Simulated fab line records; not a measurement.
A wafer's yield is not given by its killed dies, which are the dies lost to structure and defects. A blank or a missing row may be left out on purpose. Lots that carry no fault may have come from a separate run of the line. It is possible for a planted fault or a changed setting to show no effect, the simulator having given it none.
fab line records / flow nand-harc / part 2 of 2: steps 24 to 28 of 28
[record] lots = 6 wafers = 18 last-day = 29
route steps=1302 shown A_CHANNEL_HOLE_D2@581 END@1302
lots untouched by any fault: they come from a run of this same line in which no faults occurred
start-h: hours from the record's first day to the start of the lot's first wafer shown / wait-h: hours elapsed since this lot's preceding step / " same as the row above / L1.1+2: a row that stands for several wafers / - value missing, or start not given / * or withheld: withheld / < > ~ a bound
route shown NAME@n: NAME is a module with steps in the file, n the number in the route of the first one / usual: mean and standard deviation over wafers with no fault / same: alike in all rows / chamber/n: place in a boat / sites: each site's reading / _std_site: standard deviation of those values / _edge_site: outer sites' mean less inner sites' / radius-mm: for every site, how far away it sits from the centre of the wafer / mask NAME#n: copy n / behind: tool/chamber where the wafer was last shaped / hold: the reason the lot was held/the length of the hold in hours/how it ended / device: the transistor (n, p or np) that didn't switch / end of line: at the end of the route, the tests of the same wafers / step lacking rows: just its recipe / killed: dies that structure and defects cost at the first sort, which is not the same as the wafer's yield / map: shows each die of a wafer: x if killed, . if not, _ if none is there
set.NAME: the run value of the setting; set.NAME@STEP: its run value at that earlier step / model.NAME: the simulator's own value behind a step, which no gauge read
certain route steps with their lots: each step a table, each wafer a row
services: a tool's chamber out of use, with start hour (start-h, from the record's first day; less than 0 if before it), hours out, and reason
[[steps]]
[step NHARC_A_CHANNEL_HOLE_D2_STRIP_28]
[recipe] o2-flow-sccm = 500 ar-flow-sccm = 0 bias-w = 0 chemistry = O2
[usual] drypump-motor-current-A = 5.8/0.48 oes-product-au = 0.995/0.01 rf-vpp-V = 57.8/0.83 showerhead-plenum-p-Torr = 3.57/0.12 throttle-valve-pct = 17.037/0.0088
lot.wafer=L776.4 tool=rie-diel-05 chamber=0 start-h=- wait-h=- drypump-motor-current-A=5.3 oes-product-au=1.013 rf-hours-counter-h=4.0 rf-vpp-V=57.5 showerhead-plenum-p-Torr=3.33 throttle-valve-pct=17.043
lot.wafer=L776.3 tool=rie-diel-05 chamber=2 start-h=- wait-h=- drypump-motor-current-A=5.7 oes-product-au=0.995 rf-hours-counter-h=3.8 rf-vpp-V=56.8 showerhead-plenum-p-Torr=3.64 throttle-valve-pct=17.042
lot.wafer=L776.1 tool=rie-diel-05 chamber=3 start-h=- wait-h=- drypump-motor-current-A=6.3 oes-product-au=1.004 rf-hours-counter-h=2.7 rf-vpp-V=58.3 showerhead-plenum-p-Torr=3.47 throttle-valve-pct=17.041
lot.wafer=L777.2 tool=rie-diel-05 chamber=0 start-h=- wait-h=- drypump-motor-current-A=5.3 oes-product-au=1.026 rf-hours-counter-h=5.0 rf-vpp-V=56.8 showerhead-plenum-p-Torr=3.33 throttle-valve-pct=17.032
lot.wafer=L777.5 tool=rie-diel-05 chamber=2 start-h=- wait-h=- drypump-motor-current-A=5.7 oes-product-au=0.993 rf-hours-counter-h=- rf-vpp-V=59.4 showerhead-plenum-p-Torr=3.64 throttle-valve-pct=17.021
lot.wafer=L777.6 tool=rie-diel-05 chamber=3 start-h=- wait-h=- drypump-motor-current-A=6.3 oes-product-au=1.002 rf-hours-counter-h=- rf-vpp-V=58.7 showerhead-plenum-p-Torr=3.47 throttle-valve-pct=17.037
lot.wafer=L785.4 tool=rie-diel-06 chamber=2 start-h=- wait-h=- drypump-motor-current-A=5.7 oes-product-au=0.990 rf-hours-counter-h=5.5 rf-vpp-V=58.1 showerhead-plenum-p-Torr=3.68 throttle-valve-pct=17.042
lot.wafer=L785.3 tool=rie-diel-06 chamber=0 start-h=- wait-h=- drypump-motor-current-A=5.7 oes-product-au=0.994 rf-hours-counter-h=4.3 rf-vpp-V=57.7 showerhead-plenum-p-Torr=3.62 throttle-valve-pct=17.032
lot.wafer=L785.5 tool=rie-diel-06 chamber=2 start-h=- wait-h=- drypump-motor-current-A=5.7 oes-product-au=0.982 rf-hours-counter-h=- rf-vpp-V=58.9 showerhead-plenum-p-Torr=3.69 throttle-valve-pct=17.047
lot.wafer=L786.4 tool=rie-diel-05 chamber=1 start-h=- wait-h=- drypump-motor-current-A=6.3 oes-product-au=0.981 rf-hours-counter-h=0.0 rf-vpp-V=57.2 showerhead-plenum-p-Torr=3.55 throttle-valve-pct=17.036
lot.wafer=L786.3 tool=rie-diel-05 chamber=3 start-h=- wait-h=- drypump-motor-current-A=6.3 oes-product-au=1.011 rf-hours-counter-h=0.1 rf-vpp-V=58.0 showerhead-plenum-p-Torr=3.47 throttle-valve-pct=17.026
lot.wafer=L786.5 tool=rie-diel-05 chamber=1 start-h=- wait-h=- drypump-motor-current-A=6.3 oes-product-au=0.973 rf-hours-counter-h=- rf-vpp-V=58.4 showerhead-plenum-p-Torr=3.55 throttle-valve-pct=17.043
lot.wafer=L790.3 tool=rie-diel-09 chamber=2 start-h=- wait-h=- drypump-motor-current-A=5.1 oes-product-au=0.995 rf-hours-counter-h=6.5 rf-vpp-V=58.6 showerhead-plenum-p-Torr=3.53 throttle-valve-pct=17.036
lot.wafer=L790.1 tool=rie-diel-09 chamber=3 start-h=- wait-h=- drypump-motor-current-A=6.3 oes-product-au=0.995 rf-hours-counter-h=6.5 rf-vpp-V=57.8 showerhead-plenum-p-Torr=3.65 throttle-valve-pct=17.050
lot.wafer=L790.2 tool=rie-diel-09 chamber=1 start-h=- wait-h=- drypump-motor-current-A=5.4 oes-product-au=0.997 rf-hours-counter-h=5.7 rf-vpp-V=59.3 showerhead-plenum-p-Torr=3.73 throttle-valve-pct=17.033
lot.wafer=L789.2 tool=rie-diel-06 chamber=2 start-h=- wait-h=- drypump-motor-current-A=5.7 oes-product-au=0.990 rf-hours-counter-h=7.3 rf-vpp-V=58.2 showerhead-plenum-p-Torr=3.68 throttle-valve-pct=17.027
lot.wafer=L789.6 tool=rie-diel-06 chamber=3 start-h=- wait-h=- drypump-motor-current-A=6.6 oes-product-au=0.995 rf-hours-counter-h=- rf-vpp-V=57.2 showerhead-plenum-p-Torr=3.46 throttle-valve-pct=17.035
lot.wafer=L789.5 tool=rie-diel-06 chamber=0 start-h=- wait-h=- drypump-motor-current-A=5.7 oes-product-au=1.012 rf-hours-counter-h=- rf-vpp-V=58.6 showerhead-plenum-p-Torr=3.62 throttle-valve-pct=17.030
[step NHARC_A_CHANNEL_HOLE_D2_PRECLEAN_29]
[recipe] time-s = * temp-c = 50 bath-age-min = 0 chemistry = SC1
[step NHARC_A_CHANNEL_HOLE_D2_SRD_30]
[step NHARC_A_CHANNEL_HOLE_D2_CD_MEAS_31]
[usual] cd-nm = 89.9/1.9
lot.wafer=L776.1 tool=cd-sem-03 chamber=- start-h=309.10 wait-h=- hold=- cd-nm=90.4
lot.wafer=L776.3 tool=cd-sem-03 chamber=- start-h=309.10 wait-h=- hold=- cd-nm=91.3
lot.wafer=L776.4 tool=cd-sem-03 chamber=- start-h=309.10 wait-h=- hold=- cd-nm=91.8
lot.wafer=L777.2 tool=cd-sem-02 chamber=- start-h=324.12 wait-h=- hold=- cd-nm=88.2
lot.wafer=L777.5 tool=cd-sem-02 chamber=- start-h=324.12 wait-h=- hold=- cd-nm=89.2
lot.wafer=L777.6 tool=cd-sem-02 chamber=- start-h=324.12 wait-h=- hold=- cd-nm=88.4
lot.wafer=L785.3 tool=cd-sem-03 chamber=- start-h=407.69 wait-h=- hold=- cd-nm=91.6
lot.wafer=L785.4 tool=cd-sem-03 chamber=- start-h=407.69 wait-h=- hold=- cd-nm=90.5
lot.wafer=L785.5 tool=cd-sem-03 chamber=- start-h=407.69 wait-h=- hold=- cd-nm=88.8
lot.wafer=L786.3 tool=cd-sem-03 chamber=- start-h=417.07 wait-h=- hold=- cd-nm=92.4
lot.wafer=L786.4 tool=cd-sem-03 chamber=- start-h=417.07 wait-h=- hold=- cd-nm=90.0
lot.wafer=L786.5 tool=cd-sem-03 chamber=- start-h=417.07 wait-h=- hold=- cd-nm=91.1
lot.wafer=L790.1 tool=cd-sem-02 chamber=- start-h=451.73 wait-h=- hold=await-dispo/0.2h/release cd-nm=-0.5
lot.wafer=L790.2 tool=cd-sem-02 chamber=- start-h=451.73 wait-h=- hold=await-dispo/0.2h/release cd-nm=0.4
lot.wafer=L790.3 tool=cd-sem-02 chamber=- start-h=451.73 wait-h=- hold=await-dispo/0.2h/release cd-nm=0.8
lot.wafer=L790.1 tool=cd-sem-02 chamber=- start-h=451.91 wait-h=0.2 hold=- cd-nm=-0.4
lot.wafer=L790.2 tool=cd-sem-02 chamber=- start-h=451.91 wait-h=0.2 hold=- cd-nm=0.2
lot.wafer=L790.3 tool=cd-sem-02 chamber=- start-h=451.91 wait-h=0.2 hold=- cd-nm=0.6
lot.wafer=L789.2 tool=cd-sem-03 chamber=- start-h=454.08 wait-h=- hold=await-dispo/0.2h/release cd-nm=1.2
lot.wafer=L789.5 tool=cd-sem-03 chamber=- start-h=454.08 wait-h=- hold=await-dispo/0.2h/release cd-nm=2.9
lot.wafer=L789.6 tool=cd-sem-03 chamber=- start-h=454.08 wait-h=- hold=await-dispo/0.2h/release cd-nm=2.6
lot.wafer=L789.2 tool=cd-sem-03 chamber=- start-h=454.26 wait-h=0.2 hold=- cd-nm=1.5
lot.wafer=L789.5 tool=cd-sem-03 chamber=- start-h=454.26 wait-h=0.2 hold=- cd-nm=2.9
lot.wafer=L789.6 tool=cd-sem-03 chamber=- start-h=454.26 wait-h=0.2 hold=- cd-nm=2.3
[step NHARC_END_SORT_01]
[recipe] temp-c = 25
[usual] defect-limited-yield = 91/3 killed-at-array = 59/21 killed-at-other = 0.8/1.1 killed-at-periphery = 4.1/2.8 killed-dies = 64/20 killed-open = 3.1/1.7 killed-short = 2.4/1.6
[same] gross-dies = 677
lot.wafer=L776.1 tool=prober-01 chamber=0 start-h=561.40 wait-h=2.5 defect-limited-yield[%]=90 killed-at-array=63 killed-at-other=0 killed-at-periphery=6 killed-dies=69 killed-open=5 killed-short=1
lot.wafer=L776.3 tool=prober-01 chamber=0 start-h=562.99 wait-h=3.1 defect-limited-yield[%]=88 killed-at-array=81 killed-at-other=0 killed-at-periphery=3 killed-dies=84 killed-open=4 killed-short=3
lot.wafer=L776.4 tool=prober-01 chamber=0 start-h=563.78 wait-h=3.4 defect-limited-yield[%]=90 killed-at-array=65 killed-at-other=0 killed-at-periphery=3 killed-dies=68 killed-open=4 killed-short=2
lot.wafer=L785.3 tool=prober-02 chamber=0 start-h=668.28 wait-h=3.1 defect-limited-yield[%]=93 killed-at-array=41 killed-at-other=1 killed-at-periphery=8 killed-dies=50 killed-open=3 killed-short=3
lot.wafer=L785.4 tool=prober-02 chamber=0 start-h=669.06 wait-h=3.4 defect-limited-yield[%]=93 killed-at-array=47 killed-at-other=0 killed-at-periphery=2 killed-dies=49 killed-open=1 killed-short=3
lot.wafer=L785.5 tool=prober-02 chamber=0 start-h=669.85 wait-h=3.6 defect-limited-yield[%]=94 killed-at-array=40 killed-at-other=0 killed-at-periphery=1 killed-dies=41 killed-open=3 killed-short=1
lot.wafer=L786.3 tool=prober-01 chamber=0 start-h=682.63 wait-h=3.1 defect-limited-yield[%]=92 killed-at-array=46 killed-at-other=0 killed-at-periphery=5 killed-dies=51 killed-open=6 killed-short=5
lot.wafer=L786.4 tool=prober-01 chamber=0 start-h=683.42 wait-h=3.4 defect-limited-yield[%]=94 killed-at-array=40 killed-at-other=1 killed-at-periphery=2 killed-dies=43 killed-open=3 killed-short=2
lot.wafer=L786.5 tool=prober-01 chamber=0 start-h=684.21 wait-h=3.7 defect-limited-yield[%]=94 killed-at-array=40 killed-at-other=0 killed-at-periphery=3 killed-dies=43 killed-open=4 killed-short=1
// killed by level:class
L776.1 A_CHANNEL_HOLE_D1:chamber-film-flake=24 A_SLIT:chamber-film-flake=21 A_CHANNEL_HOLE_D2:chamber-film-flake=5 A_STAIRCASE:chamber-film-flake=4 P_GATE:chamber-film-flake=2 P_BONDPAD:chamber-film-flake=2 A_CONTACT:chamber-film-flake=2 P_CONTACT:geometric-particle:open=1
L776.3 A_CHANNEL_HOLE_D1:chamber-film-flake=36 A_SLIT:chamber-film-flake=25 A_CHANNEL_HOLE_D2:chamber-film-flake=7 A_STAIRCASE:chamber-film-flake=4 A_WL_FILL:chamber-film-flake=3 P_GATE:geometric-particle:open=1 P_M0:geometric-particle:short=1 A_ONON_D1:geometric-particle:short=1
L776.4 A_CHANNEL_HOLE_D1:chamber-film-flake=32 A_SLIT:chamber-film-flake=17 A_CHANNEL_HOLE_D2:chamber-film-flake=5 P_CONTACT:geometric-particle:open=2 A_STAIRCASE:chamber-film-flake=2 A_WL_FILL:chamber-film-flake=2 A_CONTACT:chamber-film-flake=2 P_M0:geometric-particle:open=1
L785.3 A_SLIT:chamber-film-flake=24 A_CONTACT:chamber-film-flake=8 P_GATE:chamber-film-flake=3 P_STI:chamber-film-flake=2 A_BONDPAD:chamber-film-flake=2 P_STI:geometric-particle:open=1 P_M0:geometric-particle:short=1 A_CHANNEL_HOLE_D2:geometric-particle:short=1
L785.4 A_SLIT:chamber-film-flake=30 A_CHANNEL_HOLE_D1:chamber-film-flake=4 A_ONON_D1:geometric-particle:short=2 A_CONTACT:chamber-film-flake=2 A_ONON_D2:geometric-particle:short=1 A_CONTACT:geometric-particle:open=1 P_ZERO_WELL:chamber-film-flake=1 P_M1:chamber-film-flake=1
L785.5 A_SLIT:chamber-film-flake=27 A_CONTACT:chamber-film-flake=6 P_GATE:geometric-particle:open=1 A_CHANNEL_FILL_D2:geometric-particle:short=1 A_CHANNEL_FILL_D2:geometric-particle:open=1 A_WL_FILL:geometric-particle:open=1 A_CHANNEL_FILL_D2:chamber-film-flake=1 A_STAIRCASE:chamber-film-flake=1
L786.3 A_CHANNEL_HOLE_D1:chamber-film-flake=30 A_CHANNEL_HOLE_D2:chamber-film-flake=6 A_ONON_D2:geometric-particle:open=2 P_ZERO_WELL:chamber-film-flake=2 P_CONTACT:geometric-particle:open=1 P_M0:geometric-particle:open=1 A_SOURCE_PLATE:geometric-particle:short=1 A_ONON_D1:geometric-particle:short=1
L786.4 A_CHANNEL_HOLE_D1:chamber-film-flake=27 A_CHANNEL_HOLE_D2:chamber-film-flake=5 A_CONTACT:chamber-film-flake=3 P_ZERO_WELL:chamber-film-flake=2 A_ONON_D1:geometric-particle:open=1 A_DECK1_JOINT:geometric-particle:short=1 A_ONON_D2:geometric-particle:open=1 A_BLC:geometric-particle:open=1
L786.5 A_CHANNEL_HOLE_D1:chamber-film-flake=25 A_CHANNEL_HOLE_D2:chamber-film-flake=6 P_M2:chamber-film-flake=2 A_DECK1_JOINT:chamber-film-flake=2 P_M0:geometric-particle:open=1 A_DECK1_JOINT:geometric-particle:open=1 A_CHANNEL_FILL_D2:geometric-particle:short=1 A_WL_FILL:geometric-particle:open=1
[[services]]
tool=rie-diel-09 chamber=0 start-h=283.24 hours=9.7 kind=repair
tool=rie-diel-06 chamber=0 start-h=286.71 hours=3.3 kind=repair
tool=rie-diel-06 chamber=1 start-h=291.09 hours=17.1 kind=repair
tool=rie-diel-09 chamber=0 start-h=299.10 hours=- kind=clean
tool=rie-diel-09 chamber=1 start-h=299.10 hours=- kind=clean
tool=rie-diel-09 chamber=2 start-h=299.10 hours=- kind=clean
tool=rie-diel-09 chamber=3 start-h=299.10 hours=- kind=clean
tool=rie-diel-06 chamber=- start-h=307.42 hours=9.0 kind=pm
tool=rie-diel-09 chamber=- start-h=320.10 hours=9.0 kind=pm
tool=rie-diel-09 chamber=0 start-h=320.10 hours=9.0 kind=vent-cycle
tool=rie-diel-09 chamber=1 start-h=320.10 hours=9.0 kind=vent-cycle
tool=rie-diel-09 chamber=2 start-h=320.10 hours=9.0 kind=vent-cycle
tool=rie-diel-09 chamber=3 start-h=320.10 hours=9.0 kind=vent-cycle
tool=rie-diel-09 chamber=0 start-h=329.10 hours=- kind=clean
tool=rie-diel-09 chamber=1 start-h=329.10 hours=- kind=clean
tool=rie-diel-06 chamber=0 start-h=379.39 hours=4.1 kind=repair
tool=har-etch-02 chamber=- start-h=380.63 hours=17.0 kind=pm
tool=rie-diel-09 chamber=2 start-h=391.55 hours=5.6 kind=repair
tool=rie-diel-05 chamber=- start-h=406.60 hours=9.0 kind=pm
tool=rie-diel-09 chamber=1 start-h=414.16 hours=1.9 kind=repair
tool=rie-diel-09 chamber=1 start-h=418.83 hours=4.9 kind=repair
tool=rie-diel-05 chamber=2 start-h=430.25 hours=1.6 kind=repair
tool=rie-diel-09 chamber=2 start-h=432.64 hours=15.0 kind=repair
tool=rie-diel-05 chamber=0 start-h=440.43 hours=9.0 kind=repair
[[key]]
[first-sign] step = NHARC_A_CHANNEL_HOLE_D2_ETCH_21 reading = tool-record direction = missing
[effect] step = NHARC_A_CHANNEL_HOLE_D2_CD_MEAS_31 reading = visit direction = added
[effect] step = NHARC_A_CHANNEL_HOLE_D2_CD_MEAS_31 reading = cd-nm direction = down sigmas = 48 usual = 89.9 struck = 1.2
[model-effect] step = NHARC_A_CHANNEL_HOLE_D2_ETCH_44 value = A_CHANNEL_HOLE_D2.cd-nm without = 90.92 struck = 51.06
met-at NHARC_A_CHANNEL_HOLE_D2_ETCH_21
struck-wafers L789.2,L789.5,L789.6,L790.1,L790.2,L790.3
scrapped-behind NHARC_A_CHANNEL_HOLE_D2_CD_MEAS_31 L789.2,L789.5,L789.6,L790.1,L790.2,L790.3
onset-between 412.12 446.62
[fault] kind = skipped-step-whole tool = har-etch-01,har-etch-02 chamber = - onset-h = 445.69 steps = NHARC_A_CHANNEL_HOLE_D2_ETCH_21 scope = struck-lots-only
